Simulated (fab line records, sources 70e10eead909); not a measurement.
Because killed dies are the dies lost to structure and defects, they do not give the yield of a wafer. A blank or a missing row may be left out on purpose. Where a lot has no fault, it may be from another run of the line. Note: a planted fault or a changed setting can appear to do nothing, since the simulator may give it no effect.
fab line records | flow nand_harc
record: lots: 5 | wafers: 14 | last_day: 34
route steps=1302 shown P_M1@297 END@1302
lots untouched by any fault: they come from a run of this same line in which no faults occurred
start_h: start of the lot's first displayed wafer, in hours after the record's first day | wait_h: hours elapsed since this lot's preceding step | " repeats the value in the row above | L1.1+2: several wafers, shown together as one row | - value missing, or start not given | * or withheld: withheld | < > ~ a bound
route shown NAME@n: names a module that has steps shown in the file, with the first one's number in the route | usual: mean/standard deviation taken from wafers without a fault | same: alike in all rows | chamber/n: place in a boat | sites: the reading at each site | _std_site: standard deviation across them | _edge_site: the outer-site mean with the inner-site mean subtracted | radius_mm: for every site, how far away it sits from the centre of the wafer | mask NAME#n: copy n | behind: tool/chamber where the wafer was last shaped | hold: the reason the lot was held/the length of the hold in hours/how it ended | device: which transistor (n, p or np) failed to switch | end of line: tests of these same wafers at the route's end | a step with no rows: only its recipe | killed: at the first sort, the dies lost to defects and structure; wafer yield is something else | map: a wafer's dies, x killed, . not, _ none there
set.NAME: setting as actually run; set.NAME@STEP: the setting as run at that earlier step | model.NAME: the simulator's own value behind a step, which no gauge read
certain route steps with their lots: each step a table, each wafer a row
services: from which hour (start_h, from the record's first day; less than 0 if before it) a tool's chamber was out of use, for how many hours, and why
== steps ==
step: NHARC_P_M1_INSPECT_11
usual: raw_defect_count: 4.0/2.3
lot.wafer | tool              | chamber | start_h | wait_h | raw_defect_count
L184.1    | defect_inspect-01 | -       | 143.05  | 0.0    | 4
L184.2    | "                 | -       | "       | "      | 2
L184.5    | "                 | -       | "       | "      | 2
L193.3    | defect_inspect-02 | -       | 247.67  | 0.0    | 1
L193.5    | "                 | -       | "       | "      | 1
L193.6    | "                 | -       | "       | "      | 1
L197.3    | defect_inspect-01 | -       | 270.64  | 0.0    | 4
L197.6    | "                 | -       | "       | "      | 3
L200.4    | defect_inspect-02 | -       | 309.23  | 0.0    | 2
L200.5    | "                 | -       | "       | "      | 3
L200.6    | "                 | -       | "       | "      | 2
L205.1    | defect_inspect-02 | -       | 354.60  | 0.0    | 7
L205.2    | "                 | -       | "       | "      | 7
L205.3    | "                 | -       | "       | "      | 6
step: NHARC_P_M1_DESCUM_14
recipe: time_s: 3 | o2_flow_sccm: 200 | ar_flow_sccm: 0 | bias_power_w: 0 | chemistry: O2
step: NHARC_P_M1_ETCH_35
recipe: target_depth_a: 400 | overetch_a: 120 | time_s: 43.94 | ion_energy_ev: 200 | n2_flow_sccm: 150 | h2_flow_sccm: 150 | ar_flow_sccm: 0 | rf_w: 400 | bias_w: 150 | chemistry: N2/H2
step: NHARC_P_M1_ETCH_15
recipe: target_depth_a: 1825 | time_s: 91.2 | c4f8_flow_sccm: withheld | ar_flow_sccm: 400 | rf_w: 600 | bias_w: 300 | chemistry: C4F8/Ar
step: NHARC_P_M1_CD_MEAS_16
usual: cd_nm: 129.9/0.69
lot.wafer | tool      | chamber | start_h | wait_h | cd_nm
L184.1    | cd_sem-01 | -       | 143.41  | -      | 131.2
L184.2    | "         | -       | "       | "      | 130.7
L184.5    | "         | -       | "       | "      | 129.7
L193.3    | cd_sem-02 | -       | 248.04  | -      | 129.1
L193.5    | "         | -       | "       | "      | 130.0
L193.6    | "         | -       | "       | "      | 131.2
L197.3    | cd_sem-01 | -       | 271.01  | -      | 129.6
L197.6    | "         | -       | "       | "      | 129.2
L200.4    | cd_sem-01 | -       | 309.60  | -      | 130.5
L200.5    | "         | -       | "       | "      | 130.2
L200.6    | "         | -       | "       | "      | 129.8
L205.1    | cd_sem-03 | -       | 354.97  | -      | 129.1
L205.2    | "         | -       | "       | "      | 129.5
L205.3    | "         | -       | "       | "      | 129.6
step: NHARC_P_M1_STRIP_18
recipe: power_w: 1000 | n2_flow_sccm: 150 | h2_flow_sccm: 150 | ar_flow_sccm: 0 | bias_w: 0 | chemistry: N2/H2
usual: drypump_motor_current_A: 5.5/0.49 | oes_product_au: 1.003/0.011 | rf_vpp_V: 90.5/0.98 | showerhead_plenum_p_Torr: 2.00/0.086 | throttle_valve_pct: 14.171/0.0092
lot.wafer | tool        | chamber | start_h | wait_h | drypump_motor_current_A | oes_product_au | rf_hours_counter_h | rf_vpp_V | showerhead_plenum_p_Torr | throttle_valve_pct
L184.2    | rie_diel-07 | 2       | 143.54  | 0.1    | 5.3                     | 1.030          | 0                  | 89.8     | 2.07                     | 14.172
L184.1    | "           | 3       | "       | "      | 5.9                     | 1.005          | 0                  | 88.3     | 1.93                     | 14.181
L184.5    | "           | 0       | "       | "      | 5.8                     | 1.006          | -                  | 89.6     | 2.05                     | 14.170
L193.3    | rie_diel-07 | 1       | 248.19  | 0.1    | 4.7                     | 1.002          | 9                  | 89.1     | 1.90                     | 14.175
L193.6    | "           | 2       | "       | "      | 5.4                     | 1.021          | -                  | 91.2     | 2.07                     | 14.174
L193.5    | "           | 3       | "       | "      | 5.9                     | 1.001          | -                  | 89.6     | 1.92                     | 14.157
L197.3    | rie_diel-07 | 3       | 271.13  | 0.1    | 5.9                     | 1.001          | 9                  | 89.6     | 1.92                     | 14.164
L197.6    | "           | 2       | "       | "      | 5.4                     | 1.010          | -                  | 91.2     | 2.07                     | 14.180
L200.4    | rie_diel-05 | 2       | 309.71  | 0.1    | 6.3                     | 0.993          | 6                  | 90.6     | 1.92                     | 14.187
L200.6    | "           | 1       | "       | "      | 5.5                     | 0.997          | -                  | 89.5     | 1.94                     | 14.172
L200.5    | "           | 2       | "       | "      | 6.3                     | 0.997          | -                  | 89.6     | 1.92                     | 14.161
L205.2    | rie_diel-07 | 1       | 355.04  | 0.1    | 4.7                     | 0.989          | 2                  | 88.9     | 1.90                     | 14.176
L205.1    | "           | 3       | "       | "      | 5.9                     | 0.994          | 2                  | 90.8     | 1.92                     | 14.175
L205.3    | "           | 0       | "       | "      | 5.8                     | 1.011          | 2                  | 90.0     | 2.05                     | 14.179
step: NHARC_P_M1_ETCH_28
recipe: target_depth_a: 300 | over_etch_frac: 0.3 | time_s: 72.99 | ion_energy_ev: 150 | cf4_flow_sccm: 50 | n2_flow_sccm: 100 | ar_flow_sccm: 150 | rf_w: 300 | bias_w: 100 | chemistry: CF4/N2
usual: drypump_motor_current_A: 5.5/0.48 | oes_product_au: 1.004/0.012 | rf_vpp_V: 313.4/1.8 | showerhead_plenum_p_Torr: 2.58/0.1 | throttle_valve_pct: 19.794/0.0093
lot.wafer | tool        | chamber | start_h | wait_h | drypump_motor_current_A | oes_product_au | rf_hours_counter_h | rf_vpp_V | showerhead_plenum_p_Torr | throttle_valve_pct
L184.2    | rie_diel-07 | 2       | -       | -      | 5.4                     | 1.020          | 0                  | 314.5    | 2.66                     | 19.803
L184.1    | "           | 0       | "       | "      | 5.8                     | 0.998          | 0                  | 314.5    | 2.64                     | 19.798
L184.5    | "           | 3       | "       | "      | 5.9                     | 1.001          | -                  | 311.3    | 2.49                     | 19.784
L193.3    | rie_diel-07 | 0       | -       | -      | 5.8                     | 1.000          | 6                  | 313.1    | 2.64                     | 19.781
L193.5    | "           | 2       | "       | "      | 5.3                     | 1.025          | -                  | 314.8    | 2.66                     | 19.786
L193.6    | "           | 3       | "       | "      | 5.9                     | 1.007          | -                  | 311.2    | 2.49                     | 19.794
L197.3    | rie_diel-07 | 3       | -       | -      | 5.9                     | 1.016          | 9                  | 312.5    | 2.49                     | 19.796
L197.6    | "           | 2       | "       | "      | 5.4                     | 1.020          | -                  | 315.4    | 2.66                     | 19.800
L200.4    | rie_diel-05 | 1       | -       | -      | 5.5                     | 0.999          | 6                  | 311.7    | 2.51                     | 19.786
L200.5    | "           | 3       | "       | "      | 5.2                     | 0.997          | -                  | 314.0    | 2.62                     | 19.801
L200.6    | "           | 0       | "       | "      | 5.3                     | 1.009          | -                  | 315.4    | 2.74                     | 19.808
L205.2    | rie_diel-07 | 3       | -       | -      | 5.9                     | 0.994          | 2                  | 310.4    | 2.49                     | 19.799
L205.1    | "           | 0       | "       | "      | 5.8                     | 1.013          | 2                  | 314.7    | 2.63                     | 19.801
L205.3    | "           | 2       | "       | "      | 5.4                     | 1.011          | 2                  | 313.7    | 2.66                     | 19.801
step: NHARC_P_M1_STRIP_19
recipe: time_s: 600 | temp_c: 30 | chemistry: post_etch_residue_remover
step: NHARC_P_M1_DEGAS_29
recipe: temp_c: 250 | time_s: 60
step: NHARC_P_M1_PRE_CLEAN_30
recipe: time_s: 30 | temp_c: 280 | gas: H2/He
step: NHARC_P_M1_PVD_20
recipe: target_thk_a: 50 | bias_v: 168.6 | power_w: 15000 | chamber_pressure_pa: 0.12 | time_s: 8.06 | substrate_temp_c: 50 | material: TaN
usual: throttle_valve_pct: 29.8/1.1
lot.wafer | tool           | chamber | start_h | wait_h | throttle_valve_pct
L184.2    | pvd_sputter-03 | -       | -       | -      | 29.3
L184.1    | "              | -       | "       | "      | 30.8
L184.5    | "              | -       | "       | "      | 29.0
L193.3    | pvd_sputter-03 | -       | -       | -      | 30.2
L193.5    | "              | -       | "       | "      | 29.7
L193.6    | "              | -       | "       | "      | 30.8
L197.3    | pvd_sputter-02 | -       | -       | -      | 29.5
L197.6    | "              | -       | "       | "      | 29.1
L200.4    | pvd_sputter-01 | -       | -       | -      | 32.1
L200.5    | "              | -       | "       | "      | 30.7
L200.6    | "              | -       | "       | "      | 31.6
L205.3    | pvd_sputter-02 | -       | -       | -      | 29.2
L205.2    | "              | -       | "       | "      | 28.7
L205.1    | "              | -       | "       | "      | 29.0
step: NHARC_P_M1_PVD_21
recipe: target_thk_a: 300 | chamber_pressure_pa: 5 | power_w: 5000 | substrate_temp_c: 30 | time_s: 20.49 | material: Cu
step: NHARC_P_M1_ECD_22
recipe: target_thk_a: 4000 | bath_temp_c: 25 | material: Cu
lot.wafer  | tool      | chamber | start_h | wait_h
L184.2+1+5 | ecd_cu-01 | 0,1,1   | 144.49  | -
L193.3+6+5 | ecd_cu-01 | 0,0,1   | 249.21  | -
L197.3+6   | ecd_cu-01 | 1       | 272.23  | -
L200.4+5+6 | ecd_cu-02 | 1,0,1   | 310.83  | -
L205.2+1+3 | ecd_cu-02 | 1,0,0   | 356.04  | -
step: NHARC_P_M1_ANNEAL_31
recipe: temp_c: 225 | time_s: 90
usual: wafer_temp_C_max: 226.3/0.4
lot.wafer | tool          | chamber | start_h | wait_h | wafer_temp_C_max
L184.1    | rtp_anneal-01 | 0       | 144.96  | 0.3    | 226.9
L184.2    | "             | 0       | "       | "      | 226.2
L184.5    | "             | 0       | "       | "      | 226.4
L193.3    | rtp_anneal-01 | 0       | 249.59  | 0.3    | 226.8
L193.5    | "             | 0       | "       | "      | 227.0
L193.6    | "             | 0       | "       | "      | 226.6
L197.3    | rtp_anneal-01 | 0       | 272.56  | 0.3    | 227.2
L197.6    | "             | 0       | "       | "      | 226.9
L200.4    | rtp_anneal-02 | 0       | 311.37  | 0.5    | 226.1
L200.5    | "             | 0       | "       | "      | 225.6
L200.6    | "             | 0       | "       | "      | 226.1
L205.1    | rtp_anneal-02 | 0       | 356.42  | 0.3    | 226.3
L205.2    | "             | 0       | "       | "      | 226.2
L205.3    | "             | 0       | "       | "      | 225.9
step: NHARC_P_M1_CMP_23
recipe: t_overpolish_s: 20 | target_thk_nm: 157.82
usual: motor_current_A: 11.4/1.2 | pad_life_wafers: 156/84 | slurry_filter_dp_kPa: 13.51/0.14 | time_to_endpoint_s: 28.8/2.5
lot.wafer | tool   | chamber | start_h | wait_h | motor_current_A | pad_life_wafers | slurry_filter_dp_kPa | time_to_endpoint_s
L184.2    | cmp-04 | 3       | 145.33  | -      | 11.4            | 109             | 13.42                | 25.7
L184.1    | "      | 1       | "       | "      | 11.5            | 111             | 13.48                | 26.5
L184.5    | "      | 3       | "       | "      | 12.1            | -               | 13.64                | 28.6
L193.3    | cmp-04 | 3       | 249.89  | -      | 11.3            | 98              | 13.44                | 28.5
L193.6    | "      | 1       | "       | "      | 11.4            | -               | 13.44                | 30.2
L193.5    | "      | 2       | "       | "      | 10.5            | -               | 13.52                | 29.0
L197.3    | cmp-04 | 3       | 272.86  | -      | 11.6            | 164             | 13.50                | 31.3
L197.6    | "      | 1       | "       | "      | 11.4            | -               | 13.61                | 28.6
L200.4    | cmp-01 | 1       | 311.80  | -      | 12.7            | 105             | 13.68                | 28.1
L200.5    | "      | 2       | "       | "      | 11.3            | -               | 13.52                | 28.8
L200.6    | "      | 3       | "       | "      | 11.8            | -               | 13.70                | 25.8
L205.1    | cmp-02 | 3       | 356.76  | -      | 12.8            | 96              | 13.37                | 29.0
L205.3    | "      | 0       | "       | "      | 13.5            | 97              | 13.73                | 31.5
L205.2    | "      | 1       | "       | "      | 10.6            | 98              | 13.69                | 29.5
step: NHARC_P_M1_THK_MEAS_24
recipe: thk_meas_gauge: xrf
usual: thk_nm: 157.8/1.4
lot.wafer | tool          | chamber | start_h | wait_h | thk_nm
L184.1    | film_metro-01 | -       | 145.61  | -      | 155.5
L184.2    | "             | -       | "       | "      | 155.4
L184.5    | "             | -       | "       | "      | 156.7
L193.3    | film_metro-02 | -       | 250.15  | -      | 158.4
L193.5    | "             | -       | "       | "      | 159.8
L193.6    | "             | -       | "       | "      | 155.5
L197.3    | film_metro-02 | -       | 273.12  | -      | 160.0
L197.6    | "             | -       | "       | "      | 159.7
L200.4    | film_metro-01 | -       | 312.03  | -      | 158.8
L200.5    | "             | -       | "       | "      | 157.9
L200.6    | "             | -       | "       | "      | 157.5
L205.1    | film_metro-01 | -       | 357.08  | -      | 158.6
L205.2    | "             | -       | "       | "      | 157.1
L205.3    | "             | -       | "       | "      | 159.5
step: NHARC_P_M1_SRD_25
step: NHARC_END_SORT_01
recipe: temp_c: 25
usual: defect_limited_yield: 91.2/2.8 | killed_at_array: 56/19 | killed_at_other: 0.8/1.1 | killed_at_periphery: 3.4/2.5 | killed_dies: 60/19 | killed_open: 2.9/1.7 | killed_short: 2.4/1.6
same: gross_dies: 677
lot.wafer | tool      | chamber | start_h | wait_h | defect_limited_yield[%] | killed_at_array | killed_at_other | killed_at_periphery | killed_dies | killed_open | killed_short
L184.1    | prober-01 | 0       | 583.45  | 2.5    | 88.6                    | 75              | 0               | 2                   | 77          | 2           | 2
L184.2    | prober-01 | 0       | 584.25  | 2.8    | 90.3                    | 64              | 0               | 2                   | 66          | 1           | 3
L184.5    | prober-01 | 0       | 586.67  | 3.7    | 88.0                    | 75              | 0               | 6                   | 81          | 3           | 1
L193.3    | prober-01 | 0       | 682.93  | 3.1    | 89.4                    | 63              | 3               | 6                   | 72          | 4           | 1
L193.5    | prober-01 | 0       | 684.54  | 3.7    | 91.9                    | 46              | 1               | 8                   | 55          | 5           | 2
L193.6    | prober-01 | 0       | 685.35  | 4.0    | 91.9                    | 51              | 0               | 4                   | 55          | 2           | 0
L197.3    | prober-01 | 0       | 718.44  | 3.1    | 32.8                    | 61              | 0               | 394                 | 455         | 1           | 1
L197.6    | prober-01 | 0       | 720.83  | 4.0    | 35.7                    | 62              | 0               | 373                 | 435         | 1           | 2
L200.4    | prober-02 | 0       | 740.34  | 3.4    | 90.1                    | 63              | 2               | 2                   | 67          | 3           | 0
L200.5    | prober-02 | 0       | 741.14  | 3.7    | 91.7                    | 53              | 1               | 2                   | 56          | 2           | 1
L200.6    | prober-02 | 0       | 741.94  | 4.0    | 89.4                    | 69              | 0               | 3                   | 72          | 8           | 6
L205.1    | prober-02 | 0       | 807.50  | 2.5    | 89.4                    | 67              | 3               | 2                   | 72          | 4           | 1
L205.2    | prober-02 | 0       | 808.30  | 2.8    | 90.0                    | 64              | 0               | 4                   | 68          | 4           | 1
L205.3    | prober-02 | 0       | 809.10  | 3.1    | 91.3                    | 56              | 0               | 3                   | 59          | 0           | 3
killed by level:class
L184.1 A_CHANNEL_HOLE_D1:chamber_film_flake=29 A_SLIT:chamber_film_flake=22 A_CHANNEL_HOLE_D2:chamber_film_flake=6 A_STAIRCASE:chamber_film_flake=5 A_CONTACT:unspecified=3 A_CONTACT:chamber_film_flake=3 P_M0:geometric_particle:open=1 A_ONON_D1:geometric_particle:open=1
L184.2 A_CHANNEL_HOLE_D1:chamber_film_flake=26 A_SLIT:chamber_film_flake=23 A_M1:chamber_film_flake=4 P_M1:chamber_film_flake=2 A_CHANNEL_HOLE_D2:chamber_film_flake=2 A_ONON_D1:geometric_particle:short=1 A_ONON_D2:geometric_particle:open=1 A_CHANNEL_FILL_D2:geometric_particle:short=1
L184.5 A_SLIT:chamber_film_flake=27 A_CHANNEL_HOLE_D1:chamber_film_flake=22 A_CHANNEL_HOLE_D2:chamber_film_flake=12 P_M1:chamber_film_flake=4 A_STAIRCASE:chamber_film_flake=3 A_CONTACT:chamber_film_flake=3 A_M1:chamber_film_flake=3 P_M1:geometric_particle:open=1
L193.3 A_SLIT:chamber_film_flake=37 A_CONTACT:chamber_film_flake=10 A_CHANNEL_HOLE_D1:chamber_film_flake=7 P_M2:chamber_film_flake=5 A_STAIRCASE:chamber_film_flake=2 THIN_TSV:chamber_film_flake=2 P_GATE:geometric_particle:open=1 A_SGD_CUT:geometric_particle:open=1
L193.5 A_SLIT:chamber_film_flake=31 A_CONTACT:chamber_film_flake=5 P_M2:chamber_film_flake=3 A_CHANNEL_HOLE_D1:chamber_film_flake=3 A_CHANNEL_FILL_D1:geometric_particle:open=2 P_M1:chamber_film_flake=2 P_CONTACT:geometric_particle:open=1 P_M2:geometric_particle:open=1
L193.6 A_SLIT:chamber_film_flake=33 A_CONTACT:chamber_film_flake=8 P_M2:chamber_film_flake=3 A_CHANNEL_HOLE_D1:chamber_film_flake=2 A_DECK1_JOINT:chamber_film_flake=2 A_CHANNEL_FILL_D2:chamber_film_flake=2 A_CHANNEL_FILL_D1:geometric_particle:open=1 A_M0:geometric_particle:open=1
L197.3 P_M1:unspecified=393 A_SLIT:chamber_film_flake=22 A_CHANNEL_HOLE_D2:chamber_film_flake=18 A_CHANNEL_HOLE_D1:chamber_film_flake=17 P_M0:geometric_particle:short=1 A_CHANNEL_FILL_D2:geometric_particle:open=1 A_STAIRCASE:chamber_film_flake=1 A_WL_FILL:chamber_film_flake=1
L197.6 P_M1:unspecified=372 A_SLIT:chamber_film_flake=28 A_CHANNEL_HOLE_D1:chamber_film_flake=19 A_CHANNEL_HOLE_D2:chamber_film_flake=9 A_STAIRCASE:chamber_film_flake=2 P_M0:geometric_particle:open=1 A_CHANNEL_FILL_D2:geometric_particle:short=1 A_SGD_CUT:geometric_particle:short=1
L200.4 A_SLIT:chamber_film_flake=28 A_CHANNEL_HOLE_D2:chamber_film_flake=17 A_BONDPAD:chamber_film_flake=5 A_CHANNEL_HOLE_D1:chamber_film_flake=5 A_CONTACT:chamber_film_flake=3 A_STAIRCASE:chamber_film_flake=2 THIN_TSV:chamber_film_flake=2 A_DECK1_JOINT:geometric_particle:open=1
L200.5 A_SLIT:chamber_film_flake=23 A_CHANNEL_HOLE_D2:chamber_film_flake=14 A_CHANNEL_HOLE_D1:chamber_film_flake=7 A_CONTACT:chamber_film_flake=3 P_BONDPAD:chamber_film_flake=2 A_BONDPAD:chamber_film_flake=2 A_CHANNEL_HOLE_D2:geometric_particle:open=1 A_WL_FILL:geometric_particle:short=1
L200.6 A_SLIT:chamber_film_flake=23 A_CHANNEL_HOLE_D2:chamber_film_flake=16 A_CHANNEL_HOLE_D1:chamber_film_flake=7 A_CONTACT:chamber_film_flake=6 A_STAIRCASE:chamber_film_flake=3 A_BONDPAD:chamber_film_flake=3 P_M0:geometric_particle:open=2 A_WL_FILL:geometric_particle:short=2
L205.1 A_CHANNEL_HOLE_D2:chamber_film_flake=33 A_SLIT:chamber_film_flake=12 A_CONTACT:chamber_film_flake=6 A_SGD_CUT:chamber_film_flake=5 A_CHANNEL_FILL_D1:chamber_film_flake=4 THIN_TSV:chamber_film_flake=3 P_GATE:chamber_film_flake=2 A_ONON_D1:geometric_particle:open=1
L205.2 A_CHANNEL_HOLE_D2:chamber_film_flake=32 A_SLIT:chamber_film_flake=7 A_STAIRCASE:chamber_film_flake=6 A_SGD_CUT:chamber_film_flake=6 A_CONTACT:chamber_film_flake=4 P_ZERO_WELL:chamber_film_flake=3 A_CHANNEL_FILL_D1:chamber_film_flake=2 A_CHANNEL_HOLE_D1:geometric_particle:short=1
L205.3 A_CHANNEL_HOLE_D2:chamber_film_flake=35 A_SLIT:chamber_film_flake=10 A_SGD_CUT:chamber_film_flake=3 A_WL_FILL:geometric_particle:short=2 A_CHANNEL_FILL_D2:chamber_film_flake=2 A_SLIT:geometric_particle:short=1 P_ZERO_WELL:chamber_film_flake=1 P_GATE:chamber_film_flake=1
map L197.3 (x killed, . not)
____________.____________
_________xxxx.xx_________
_______xxx.xxx.xxx_______
______xxxx.xx.xx.xx______
_____xxxxxxxxxxx.x.._____
____xxxxxxxxxxx.xxx.x____
____xx.xx.xx.x.xxxxx.____
___xx.xxxx..x.xxxxxxxx___
___.x.xxxx.x.xxxxxxxxx___
__..xxxxxxxxxx.xx.xx...__
__x.x..xxxxxxxxxxx.x.xx__
_xx.xxx..xxxxxxxxxx..xx._
_x..x.xx..xxxxxxx..x..x._
_.xxx.xxx.xxxxxxxxxx...._
_x..xx..xxx.xxx...xxxx.x_
_x.xx..xxx.xx.x.x.xxxxxx_
x..x..xx...xxxx.xxxxxxxxx
x...x.xx.x.x..x.x.....xxx
xxxx.x..xxx..xxx.x.xxxxxx
..xxxxxxxx..xxx...xxxxxxx
x.xxx.xxx..xx.xxxxx.xx.xx
_.xx.xxxxxxx.x.xxx...x.._
_.xxxxxxx.xxx.xx.xxx..xx_
_..xxx..x......x.x.x.x.x_
_.x..x.xx.x.x.xxxxxx.xxx_
_xxxxxxxx.xxx..xx.xx.xxx_
__.xx.x.....x.xxx.xxxxx__
__xx.xxxxx.x.x.xx.xx...__
___xxxx..xxx.xxx..xxxx___
___xxxxxx..xxx...x..x.___
____..xxxxx.xx.xx..xx____
____xxxxxx..x.......x____
_____xx..xxxx.xxxxx._____
______..xxxxx.x...x______
_______.xxxxx.xx.x_______
_________.xxx.xx_________
____________.____________
map L193.3 (x killed, . not)
____________.____________
_________......._________
_______..........._______
______..........x..______
_____..........xx.x._____
____........x..x.xxx.____
____.....x.....xxxxx.____
___.............xxxx..___
___.........x.xxx.xxx.___
__..........x..xxxxxx..__
__............xx.x.xx..__
_............xx.x.x....._
_..x.x.....xx..........._
_.........xxx.x........._
_x.........x............_
_...xx..x.....x........._
.........................
............x.......x....
.....x............x..x...
...xx.........x..........
..x...x......x...........
_....x.................._
_......................._
_...x..................._
_......................._
_......x..............x._
__.....................__
__.....................__
___...................___
___...................___
____.................____
____.................____
_____..............._____
______.............______
_______..........._______
_________.x....._________
____________.____________
== services ==
tool           | chamber | start_h | hours | kind
rie_diel-07    | -       | 129.18  | 9.0   | pm
cmp-02         | -       | 134.55  | 4.0   | pm
pvd_sputter-03 | -       | 135.60  | 0.5   | repair
cmp-01         | -       | 139.18  | 4.7   | repair
ecd_cu-01      | -       | 160.00  | 8.0   | pm
rie_diel-07    | 2       | 160.20  | 5.7   | repair
rie_diel-07    | 0       | 166.78  | 35.2  | repair
pvd_sputter-03 | -       | 170.00  | 10.0  | pm
rie_diel-05    | -       | 171.47  | 5.2   | repair
cmp-04         | -       | 173.30  | 0.6   | repair
ecd_cu-02      | -       | 176.82  | 1.4   | repair
rie_diel-07    | 2       | 196.63  | 1.9   | repair
cmp-04         | -       | 212.37  | 4.0   | pm
rie_diel-05    | -       | 229.60  | 9.0   | pm
ecd_cu-02      | -       | 244.73  | 8.0   | pm
pvd_sputter-03 | -       | 246.59  | 1.0   | repair
pvd_sputter-02 | -       | 247.77  | 8.5   | repair
pvd_sputter-02 | -       | 282.00  | 10.0  | pm
rie_diel-07    | -       | 306.18  | 9.0   | pm
cmp-04         | -       | 310.37  | 4.0   | pm
cmp-04         | -       | 315.08  | 0.7   | repair
rie_diel-05    | 0       | 335.23  | 14.1  | repair
ecd_cu-01      | -       | 336.00  | 8.0   | pm
pvd_sputter-03 | -       | 348.08  | 10.0  | pm
== key ==
first_sign: step: NHARC_END_SORT_01 | reading: killed_at_periphery | direction: up | sigmas: 99+ | usual: 3.4 | struck: 383.5
effect: step: NHARC_END_SORT_01 | reading: killed_dies | direction: up | sigmas: 20 | usual: 60 | struck: 445
more_kills_born_at: NHARC_P_M1_ECD_22@ecd_cu-01: 765
met_at NHARC_P_M1_ECD_22
struck_wafers L197.3,L197.6
onset_between 249.21 272.23
also_fits NHARC_P_M1_ANNEAL_31:rtp_anneal-01,NHARC_P_M1_CMP_23:cmp-04
fault: kind: chamber_particle_source | tool: ecd_cu-01 | chamber: 1 | onset_h: 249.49 | steps: NHARC_P_M1_ECD_22 | rate_per_visit_cm2: 1.0529 | end_h: 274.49
